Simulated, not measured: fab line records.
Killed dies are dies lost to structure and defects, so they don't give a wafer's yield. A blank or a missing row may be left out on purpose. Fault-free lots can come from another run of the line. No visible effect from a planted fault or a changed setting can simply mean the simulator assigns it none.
fab line records | flow n5_finfet
record: lots: 7 wafers: 21
route steps=1938 shown BEOL_M0@715 BEOL_M2@851 BEOL_M3@950 BEOL_M4@1031
start_h: hours from the record's opening day to when the first of the lot's shown wafers began | wait_h: how many hours have passed since the lot's step before this one | " identical to the entry in the row above | L1.1+2: a row that stands for several wafers | - no value, or no start was given | * or withheld: withheld | < > ~ a bound
route shown NAME@n: NAME is a module with steps in the file, n the number in the route of the first one | usual: mean/standard deviation of fault-free wafers | same: alike in all rows | chamber/n: place in a boat | sites: each site's reading | _std_site: standard deviation of those values | _edge_site: inner sites' mean taken away from outer sites' mean | radius_mm: for every site, how far away it sits from the centre of the wafer | mask NAME#n: copy n | behind: the tool/chamber that last shaped the wafer | hold: the reason the lot was held/the length of the hold in hours/how it ended | device: transistor that didn't switch, given as n, p or np | end of line: at the end of the route, the tests of the same wafers | a step given without rows: its recipe and nothing more | killed: count of dies lost to structure and defects at first sort (not the wafer's yield) | map: shows each die of a wafer: x if killed, . if not, _ if none is there
set.NAME: the run value of the setting; set.NAME@STEP: its run value at that earlier step | model.NAME: the simulator's own value behind a step, which no gauge read
lots where settings were altered on purpose, with a table for each step and a row for each wafer
== steps ==
step: N5_BEOL_M0_ETCH_138
recipe: chemistry: CH3F/O2 target_depth_a: 120 target: SiCN time_s: 31.6 ion_energy_ev: 120 pressure_mtorr: 30 source_w: 395 bias_w: 75 Ar_flow_sccm: 150 CH3F_flow_sccm: 30 O2_flow_sccm: 20 ends: cleared
usual: rf_vpp_V: 298.1/1.4
columns lot.wafer tool chamber start_h wait_h set.bias_w rf_vpp_V
L075.3 rie_diel-04 1 118.91 0.0 75 298.7
L075.4 " 3 " " 75 300.6
L075.5 " 2 " " 75 296.8
L077.2 rie_diel-04 3 138.43 0.0 75 297.8
L077.3 " 2 " " 65.8 272.5
L077.4 " 1 " " 75 299.0
L080.1 rie_diel-03 3 164.29 0.0 75 297.3
L080.3 " 1 " " 75 298.8
L080.5 " 1 " " 75 297.7
L081.2 rie_diel-02 0 164.70 0.0 75 298.4
L081.5 " 0 " " 75 299.7
L081.6 " 3 " " 75 297.8
L085.2 rie_diel-03 3 183.59 0.0 75 297.5
L085.4 " 1 " " 75 298.8
L085.6 " 0 " " 84.44 323.1
L088.1 rie_diel-03 2 203.90 0.0 84.05 318.7
L088.5 " 1 " " 84.05 320.5
L088.6 " 2 " " 75 297.4
L095.1 rie_diel-02 0 246.96 0.0 64.63 271.5
L095.3 " 3 " " 75 296.5
L095.6 " 2 " " 75 297.4
step: N5_BEOL_M0_ETCH_128
recipe: chemistry: CF4/N2 target_depth_a: 120 overetch_a: 51 target: SiCN time_s: 21.4 ion_energy_ev: 150 pressure_mtorr: 40 source_w: 430 bias_w: 70 Ar_flow_sccm: 100 cf4_flow_sccm: 60 n2_flow_sccm: 60
usual: rf_vpp_V: 383.1/1.9
columns lot.wafer tool chamber start_h wait_h set.source_w rf_vpp_V
L075.3 rie_diel-04 3 121.14 0.3 430 385.6
L075.4 " 1 " " 452.7 378.6
L075.5 " 0 " " 430 382.7
L077.2 rie_diel-04 2 139.18 0.0 430 383.7
L077.3 " 1 " " 430 384.8
L077.4 " 3 " " 430 385.5
L081.2 rie_diel-02 1 165.74 0.1 464.4 375.7
L081.5 " 1 " " 430 384.7
L081.6 " 2 " " 464.4 371.0
L080.1 rie_diel-02 0 165.90 0.0 430 385.9
L080.3 " 3 " " 430 383.4
L080.5 " 2 " " 430 380.6
L085.2 rie_diel-03 0 185.52 0.3 378.6 401.2
L085.4 " 2 " " 430 381.9
L085.6 " 0 " " 378.6 401.6
L088.1 rie_diel-02 2 206.96 0.4 475.8 368.6
L088.5 " 2 " " 430 380.7
L088.6 " 1 " " 430 381.6
L095.1 rie_diel-02 3 248.05 0.1 430 381.1
L095.3 " 1 " " 500.1 363.4
L095.6 " 0 " " 430 385.1
step: N5_BEOL_M0_ETCH_109
recipe: chemistry: CH3F/O2 target_depth_a: 80 overetch_a: 24 target: SiCN time_s: 27.4 ion_energy_ev: 120 pressure_mtorr: 30 source_w: 395 bias_w: 75 Ar_flow_sccm: 150 CH3F_flow_sccm: 30 O2_flow_sccm: 20
usual: rf_vpp_V: 298.0/1.4
columns lot.wafer tool chamber start_h wait_h set.bias_w rf_vpp_V
L075.3 rie_diel-04 3 121.39 0.0 75 299.2
L075.4 " 0 " " 75 296.0
L075.5 " 3 " " 88.04 331.7
L077.2 rie_diel-02 3 139.44 0.0 75 297.5
L077.3 " 2 " " 65.91 272.0
L077.4 " 1 " " 65.91 274.9
L081.2 rie_diel-02 3 166.01 0.0 67.73 279.6
L081.5 " 0 " " 75 299.6
L081.6 " 3 " " 75 298.1
L080.1 rie_diel-03 2 166.15 0.0 75 298.1
L080.3 " 3 " " 75 297.8
L080.5 " 1 " " 75 299.4
L085.2 rie_diel-02 2 185.95 0.2 84.77 320.9
L085.4 " 0 " " 75 301.1
L085.6 " 2 " " 75 296.0
L088.1 rie_diel-03 2 207.61 0.3 80.1 309.3
L088.5 " 2 " " 80.1 310.7
L088.6 " 1 " " 75 298.2
L095.1 rie_diel-03 1 248.30 0.0 75 297.9
L095.3 " 2 " " 75 296.2
L095.6 " 0 " " 75 298.2
step: N5_BEOL_M2_EXPOSE_08
recipe: mask_id: M2 na: 0.33 source_shape: dipole sigma_inner: 0.369 sigma_outer: 0.767 polarization: unpolarized dose_mj: 41.25
columns lot.wafer tool chamber start_h wait_h mask set.dose_mj
L075.3+5 euv_scanner-02 0 135.30 - M2#0 38.5
L075.4 " 0 " " M2#0 41.25
L077.2+3 euv_scanner-01 0 152.69 - M2#0 41.25
L077.4 " 0 " " M2#0 40
L081.2+5+6 euv_scanner-01 0 182.01 - M2#0 41.25
L080.1+3+5 euv_scanner-01 0 194.63 - M2#0 41.25
L085.2+4+6 euv_scanner-02 0 200.48 - M2#0 41.25
L088.1+5+6 euv_scanner-01 0 220.73 - M2#0 41.25
L095.1+3+6 euv_scanner-01 0 264.59 - M2#0 41.25
step: N5_BEOL_M2_PEB_09
recipe: peb_temp_c: 100 peb_time_s: 60 resist: CAR-EUV
step: N5_BEOL_M2_DEVELOP_10
recipe: develop_time_s: 30 developer: TMAH resist: CAR-EUV rinse_liquid: surfactant_rinse dry: air_spin dev_temp_c: 23
step: N5_BEOL_M2_DESCUM_16
recipe: chemistry: O2 time_s: 7 source_power_w: 50 bias_power_w: 20 pressure_mtorr: 20 rf_frequency_hz: 2.712e+07 temp_c: 40 resist: CAR-EUV o2_flow_sccm: 225
step: N5_BEOL_M2_ETCH_74
recipe: chemistry: N2/H2 target: underlayer target_depth_a: 65 mask_material: CAR-EUV time_s: 5.2 ion_energy_ev: 200 pressure_mtorr: 30 source_w: 840 bias_w: 150 n2_flow_sccm: 200 h2_flow_sccm: 200 ends: cleared
columns lot.wafer tool chamber start_h wait_h set.dose_mj@BEOL_M2_EXPOSE_08 model.BEOL_M2.cd_offset_nm
L075.3 rie_diel-04 2 136.33 0.0 38.5 -1
L075.4 " 1 " " 41.25 0.2
L075.5 " 3 " " 38.5 -1.2
L077.2+3 rie_diel-04 1,2 152.97 0.0 41.25 0.2
L077.4 " 2 " " 40 -0.6
L081.2+5+6 rie_diel-03 3,0,3 182.29 0.0 41.25 0
L080.1+3+5 rie_diel-03 3,0,2 195.66 0.0 41.25 0
L085.2+6 rie_diel-04 3,1 200.76 0.0 41.25 0.2
L085.4 " 1 " " 41.25 0
L088.1 rie_diel-04 3 221.02 0.0 41.25 0
L088.5+6 " 0,3 " " 41.25 0.2
L095.1+3+6 rie_diel-02 0,1,2 265.01 0.0 41.25 0.4
step: N5_BEOL_M2_ETCH_63
recipe: chemistry: CF4 target: SiARC target_depth_a: 156 mask_material: CAR-EUV time_s: 26 ion_energy_ev: 80 pressure_mtorr: 40 source_w: 545 bias_w: 36 Ar_flow_sccm: 100 cf4_flow_sccm: 100 ends: cleared
columns lot.wafer tool chamber start_h wait_h set.dose_mj@BEOL_M2_EXPOSE_08 model.BEOL_M2.cd_offset_nm
L075.3 rie_diel-04 2 136.35 0.0 38.5 -1
L075.4 " 1 " " 41.25 0.2
L075.5 " 3 " " 38.5 -1.2
L077.2 rie_diel-04 1 152.99 0.0 41.25 0
L077.3 " 2 " " 41.25 0.2
L077.4 " 2 " " 40 -0.6
L081.2+5+6 rie_diel-03 3,0,3 182.31 0.0 41.25 0
L080.1+3+5 rie_diel-03 3,0,2 195.68 0.0 41.25 0
L085.2+6 rie_diel-04 3,1 200.78 0.0 41.25 0.2
L085.4 " 1 " " 41.25 0
L088.1 rie_diel-04 3 221.04 0.0 41.25 0
L088.5+6 " 0,3 " " 41.25 0.2
L095.1+6 rie_diel-02 0,2 265.03 0.0 41.25 0.4
L095.3 " 1 " " 41.25 0.2
step: N5_BEOL_M2_ETCH_64
recipe: chemistry: N2/H2 target: SOC target_depth_a: 750 overetch_a: 225 mask_material: SiARC temp_c: 40 time_s: 121.9 ion_energy_ev: 200 pressure_mtorr: 30 source_w: 840 bias_w: 150 n2_flow_sccm: 200 h2_flow_sccm: 200
step: N5_BEOL_M2_STRIP_65
recipe: chemistry: N2/H2 temp_c: 40 n2_flow_sccm: 200 h2_flow_sccm: 200 rf_frequency_hz: 6e+07
step: N5_BEOL_M2_PRECLEAN_42
recipe: chemistry: residue_remover time_s: 60 temp_c: 40
step: N5_BEOL_M2_SRD_43
recipe: time_s: 30 temp_c: 23 rinse_liquid: diw dry: ipa_marangoni
step: N5_BEOL_M2_CD_MEAS_35
recipe: target_cd_nm: 18 target_cd_y_nm: 22.2 polarity: opening
usual: cd_nm: 18.05/0.28
columns lot.wafer tool chamber start_h wait_h set.dose_mj@BEOL_M2_EXPOSE_08 cd_nm
L075.3 cd_sem-01 - 146.42 0.0 38.5 17.25
L075.4 " - " " 41.25 18.33
L075.5 " - " " 38.5 17.11
L077.2 cd_sem-02 - 157.30 0.0 41.25 18.01
L077.3 " - " " 41.25 18.23
L077.4 " - " " 40 17.71
L081.2 cd_sem-02 - 191.27 0.0 41.25 18.30
L081.5 " - " " 41.25 17.97
L081.6 " - " " 41.25 18.18
L080.1 cd_sem-01 - 197.66 0.0 41.25 18.16
L080.3 " - " " 41.25 18.35
L080.5 " - " " 41.25 18.15
L085.2 cd_sem-02 - 206.98 0.0 41.25 17.96
L085.4 " - " " 41.25 17.86
L085.6 " - " " 41.25 18.21
L088.1 cd_sem-02 - 225.47 0.0 41.25 18.26
L088.5 " - " " 41.25 18.29
L088.6 " - " " 41.25 18.33
L095.1 cd_sem-01 - 267.43 0.0 41.25 18.02
L095.3 " - " " 41.25 17.85
L095.6 " - " " 41.25 18.44
step: N5_BEOL_M3_ETCH_64
recipe: chemistry: N2/H2 target: SOC target_depth_a: 750 overetch_a: 150 mask_material: SiARC temp_c: 40 time_s: 112.5 ion_energy_ev: 200 pressure_mtorr: 30 source_w: 840 bias_w: 150 n2_flow_sccm: 200 h2_flow_sccm: 200
usual: rf_vpp_V: 523.6/2.7
columns lot.wafer tool chamber start_h wait_h set.bias_w rf_vpp_V model.SiARC_of_BEOL_M3_COAT_62.thk_nm
L075.3 rie_diel-05 1 152.47 0.0 150 527.8 6.8
L075.4 " 3 " " 167.2 557.4 6.2
L075.5 " 1 " " 167.2 562.9 6
L077.2 rie_diel-06 0 163.51 0.0 173.1 571.3 6
L077.3 " 1 " " 150 528.6 6.8
L077.4 " 3 " " 173.1 572.1 5.6
L081.2 rie_diel-01 3 196.84 0.0 150 520.4 6.8
L081.5 " 3 " " 142 502.4 7
L081.6 " 1 " " 150 525.9 7
L080.1 rie_diel-06 2 204.78 0.0 150 522.4 6.8
L080.3 " 1 " " 150 527.6 6.8
L080.5 " 2 " " 150 523.1 6.8
L085.2 rie_diel-05 0 213.49 0.0 150 521.5 6.8
L085.4 " 3 " " 150 520.7 6.8
L085.6 " 0 " " 150 521.9 6.8
L088.1 rie_diel-06 2 231.47 0.0 126.4 468.5 7.8
L088.5 " 2 " " 150 522.4 6.8
L088.6 " 1 " " 150 526.7 6.8
L095.1 rie_diel-01 0 273.51 0.0 150 524.3 6.8
L095.3 " 2 " " 150 522.6 6.8
L095.6 " 1 " " 161.5 550.7 6.4
step: N5_BEOL_M3_COAT_22
recipe: resist: CAR-EUV spin_rpm: 1500 resist_thk_nm: 30
columns lot.wafer tool chamber start_h wait_h set.spin_rpm model.CAR-EUV_of_BEOL_M3_COAT_22.thk_nm
L075.3+5 litho_track-03 0 - - 1500 30
L075.4 " 0 " " 1548 29.6
L077.2+3+4 litho_track-03 0 - - 1500 30
L081.2+6 litho_track-05 0 - - 1500 30
L081.5 " 0 " " 1577 29.4
L080.1+3 litho_track-02 0 - - 1500 30
L080.5 " 0 " " 1500 29.8
L085.2+4 litho_track-02 0 - - 1629 28.8
L085.6 " 0 " " 1500 30.2
L088.1 litho_track-02 0 - - 1437 30.8
L088.5 " 0 " " 1500 30
L088.6 " 0 " " 1437 30.6
L095.1 litho_track-02 0 - - 1500 30
L095.3+6 " 0 " " 1356 31.4
step: N5_BEOL_M3_EBR_24
recipe: solvent: PGMEA ebr_width_mm: 1.5
step: N5_BEOL_M3_SOFTBAKE_23
recipe: temp_c: 110 time_s: 60 resist: CAR-EUV
step: N5_BEOL_M3_EXPOSE_25
recipe: mask_id: V2 na: 0.33 source_shape: quasar sigma_inner: 0.2 sigma_outer: 0.8 polarization: unpolarized defocus_nm: 5 dose_mj: 63
step: N5_BEOL_M3_PEB_26
recipe: peb_temp_c: 100 peb_time_s: 60 resist: CAR-EUV
step: N5_BEOL_M3_DEVELOP_27
recipe: develop_time_s: 30 developer: TMAH resist: CAR-EUV rinse_liquid: surfactant_rinse dry: air_spin dev_temp_c: 23
columns lot.wafer tool chamber start_h wait_h set.spin_rpm@BEOL_M3_COAT_22 model.CAR-EUV_of_BEOL_M3_COAT_22.thk_nm
L075.3+5 litho_track-03 0 - - 1500 29.6
L075.4 " 0 " " 1548 29.2
L077.2+3+4 litho_track-05 0 - - 1500 29.4
L081.2 litho_track-05 0 - - 1500 29.4
L081.5 " 0 " " 1577 28.8
L081.6 " 0 " " 1500 29.6
L080.1+3+5 litho_track-02 0 - - 1500 29.4
L085.2+4 litho_track-02 0 - - 1629 28.4
L085.6 " 0 " " 1500 29.6
L088.1+6 litho_track-05 0 - - 1437 30.2
L088.5 " 0 " " 1500 29.6
L095.1 litho_track-05 0 - - 1500 29.6
L095.3+6 " 0 " " 1356 31
step: N5_BEOL_M3_TRENCH_ETCH_37
recipe: chemistry: C4F6/O2 target_depth_a: 555.55 target: SiOC time_s: 29.2 ion_energy_ev: 250 pressure_mtorr: 30 source_w: 355 bias_w: 185 Ar_flow_sccm: 300 C4F6_flow_sccm: 10 O2_flow_sccm: 10
usual: rf_vpp_V: 664/7.9
columns lot.wafer tool chamber start_h wait_h set.source_w rf_vpp_V model.etch.depth_nm model.BEOL_M3.feature_depth_nm
L075.3 rie_diel-06 3 - - 355 674 56.93 57
L075.4 " 0 " " 303.3 708 52.73 52.8
L075.5 " 0 " " 355 653 57.26 57.2
L077.2 rie_diel-06 0 - - 355 653 56.23 56.2
L077.3 " 3 " " 325.9 702 54.5 54.6
L077.4 " 1 " " 355 658 55.91 56
L081.2 rie_diel-05 3 - - 355 658 55.03 55
L081.5 " 3 " " 355 658 54.55 54.6
L081.6 " 2 " " 355 654 54.68 54.6
L080.1 rie_diel-05 1 - - 355 666 55.22 55.2
L080.3 " 2 " " 355 653 54.66 54.6
L080.5 " 2 " " 355 654 54.52 54.6
L085.2 rie_diel-01 0 - - 355 666 55.21 55.2
L085.4 " 3 " " 355 663 55.64 55.6
L085.6 " 0 " " 355 667 55.39 55.4
L088.1 rie_diel-05 1 - - 355 666 55.41 55.4
L088.5 " 2 " " 355 654 54.66 54.6
L088.6 " 3 " " 355 656 54.73 54.8
L095.1 rie_diel-05 0 - - 355 678 55.68 55.6
L095.3 " 2 " " 355 665 55.88 55.8
L095.6 " 3 " " 355 657 55.07 55
step: N5_BEOL_M3_ETCH_41
recipe: chemistry: CH3F/O2 target: SiCN target_depth_a: 299 taper_deg: 2 time_s: 52.5 ion_energy_ev: 120 mask_material: TiN pressure_mtorr: 30 source_w: 395 bias_w: 75 Ar_flow_sccm: 150 CH3F_flow_sccm: 30 O2_flow_sccm: 20
step: N5_BEOL_M3_STRIP_97
recipe: chemistry: N2/H2 time_s: 10 power_w: 450 temp_c: 40 pressure_mtorr: 20 rf_frequency_hz: 6e+07 bias_power_w: 7 n2_flow_sccm: 200 h2_flow_sccm: 200
step: N5_BEOL_M3_OCD_MEAS_38
usual: trench_depth_nm: 55.5/0.79
columns lot.wafer tool chamber start_h wait_h set.source_w@BEOL_M3_TRENCH_ETCH_37 trench_depth_nm
L075.3 ocd-02 - 157.92 - 355 57.2
L075.4 " - " " 303.3 52.7
L075.5 " - " " 355 57.6
L077.2 ocd-01 - 166.00 - 355 56.2
L077.3 " - " " 325.9 54.1
L077.4 " - " " 355 55.5
L081.2 ocd-02 - 200.75 - 355 54.9
L081.5 " - " " 355 55.0
L081.6 " - " " 355 54.5
L080.1 ocd-02 - 206.63 - 355 55.0
L080.3 " - " " 355 54.1
L080.5 " - " " 355 54.3
L085.2 ocd-01 - 215.13 - 355 55.3
L085.4 " - " " 355 55.5
L085.6 " - " " 355 55.2
L088.1 ocd-01 - 233.37 - 355 55.4
L088.5 " - " " 355 54.4
L088.6 " - " " 355 54.6
L095.1 ocd-01 - 284.15 - 355 55.4
L095.3 " - " " 355 56.1
L095.6 " - " " 355 55.3
step: N5_BEOL_M4_EXPOSE_08
recipe: mask_id: M4 na: 0.33 source_shape: dipole sigma_inner: 0.369 sigma_outer: 0.767 polarization: unpolarized dose_mj: 41.25
columns lot.wafer tool chamber start_h wait_h mask set.dose_mj
L075.3+4 euv_scanner-01 0 163.92 - M4#0 43.31
L075.5 " 0 " " M4#0 41.25
L077.2 euv_scanner-01 0 170.78 - M4#0 42.59
L077.3+4 " 0 " " M4#0 41.25
L081.2+5 euv_scanner-02 0 207.00 - M4#0 42.77
L081.6 " 0 " " M4#0 41.25
L080.1+3+5 euv_scanner-01 0 213.12 - M4#0 41.25
L085.2+4 euv_scanner-01 0 220.84 - M4#0 43.6
L085.6 " 0 " " M4#0 41.25
L088.1+6 euv_scanner-02 0 240.00 - M4#0 41.25
L088.5 " 0 " " M4#0 39.16
L095.1+3+6 euv_scanner-01 0 290.75 - M4#0 41.25
step: N5_BEOL_M4_PEB_09
recipe: peb_temp_c: 100 peb_time_s: 60 resist: CAR-EUV
step: N5_BEOL_M4_DEVELOP_10
recipe: develop_time_s: 30 developer: TMAH resist: CAR-EUV rinse_liquid: surfactant_rinse dry: air_spin dev_temp_c: 23
step: N5_BEOL_M4_CD_MEAS_11
recipe: target_cd_nm: 16.79 landing_energy_ev: 500 detector: se_inlens polarity: opening
usual: cd_nm: 16.77/0.23
columns lot.wafer tool chamber start_h wait_h set.dose_mj@BEOL_M4_EXPOSE_08 cd_nm
L075.3 cd_sem-01 0 164.04 - 43.31 17.77
L075.4 " 0 " " 43.31 17.93
L075.5 " 0 " " 41.25 16.88
L077.2 cd_sem-01 0 170.91 - 42.59 17.41
L077.3 " 0 " " 41.25 17.14
L077.4 " 0 " " 41.25 17.07
L081.2 cd_sem-02 0 207.13 - 42.77 17.11
L081.5 " 0 " " 42.77 17.09
L081.6 " 0 " " 41.25 16.69
L080.1 cd_sem-02 0 213.25 - 41.25 16.80
L080.3 " 0 " " 41.25 16.67
L080.5 " 0 " " 41.25 16.77
L085.2 cd_sem-02 0 220.97 - 43.6 18.01
L085.4 " 0 " " 43.6 17.95
L085.6 " 0 " " 41.25 16.95
L088.1 cd_sem-03 0 240.14 - 41.25 17.26
L088.5 " 0 " " 39.16 15.92
L088.6 " 0 " " 41.25 16.72
L095.1 cd_sem-02 0 290.88 - 41.25 16.64
L095.3 " 0 " " 41.25 16.83
L095.6 " 0 " " 41.25 17.22
== key ==
split: step: N5_BEOL_M0_ETCH_138 setting: bias_w stated: 75 by: wafer
response: step: N5_BEOL_M0_ETCH_138 reading: rf_vpp_V change: +1.94 per: 1% r: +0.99
split: step: N5_BEOL_M0_ETCH_128 setting: source_w stated: 430 by: wafer
response: step: N5_BEOL_M0_ETCH_128 reading: rf_vpp_V change: -1.31 per: 1% r: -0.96
split: step: N5_BEOL_M0_ETCH_109 setting: bias_w stated: 75 by: wafer
response: step: N5_BEOL_M0_ETCH_109 reading: rf_vpp_V change: +1.9 per: 1% r: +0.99
split: step: N5_BEOL_M2_EXPOSE_08 setting: dose_mj stated: 41.25 by: wafer
response: step: N5_BEOL_M2_ETCH_74 reading: model.BEOL_M2.cd_offset_nm change: +0.207 per: 1% r: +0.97
response: step: N5_BEOL_M2_ETCH_63 reading: model.BEOL_M2.cd_offset_nm change: +0.201 per: 1% r: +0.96
response: step: N5_BEOL_M2_CD_MEAS_35 reading: cd_nm change: +0.166 per: 1% r: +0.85
split: step: N5_BEOL_M3_ETCH_64 setting: bias_w stated: 150 by: wafer
response: step: N5_BEOL_M3_ETCH_64 reading: rf_vpp_V change: +3.18 per: 1% r: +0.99
response: step: N5_BEOL_M3_ETCH_64 reading: model.SiARC_of_BEOL_M3_COAT_62.thk_nm change: -0.0608 per: 1% r: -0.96
split: step: N5_BEOL_M3_COAT_22 setting: spin_rpm stated: 1500 by: wafer
response: step: N5_BEOL_M3_COAT_22 reading: model.CAR-EUV_of_BEOL_M3_COAT_22.thk_nm change: -0.149 per: 1% r: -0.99
response: step: N5_BEOL_M3_DEVELOP_27 reading: model.CAR-EUV_of_BEOL_M3_COAT_22.thk_nm change: -0.141 per: 1% r: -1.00
split: step: N5_BEOL_M3_TRENCH_ETCH_37 setting: source_w stated: 355 by: wafer
response: step: N5_BEOL_M3_TRENCH_ETCH_37 reading: rf_vpp_V change: -3.71 per: 1% r: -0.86
response: step: N5_BEOL_M3_TRENCH_ETCH_37 reading: model.etch.depth_nm change: +0.274 per: 1% r: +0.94
response: step: N5_BEOL_M3_TRENCH_ETCH_37 reading: model.BEOL_M3.feature_depth_nm change: +0.268 per: 1% r: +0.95
response: step: N5_BEOL_M3_OCD_MEAS_38 reading: trench_depth_nm change: +0.297 per: 1% r: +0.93
split: step: N5_BEOL_M4_EXPOSE_08 setting: dose_mj stated: 41.25 by: wafer
response: step: N5_BEOL_M4_CD_MEAS_11 reading: cd_nm change: +0.174 per: 1% r: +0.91
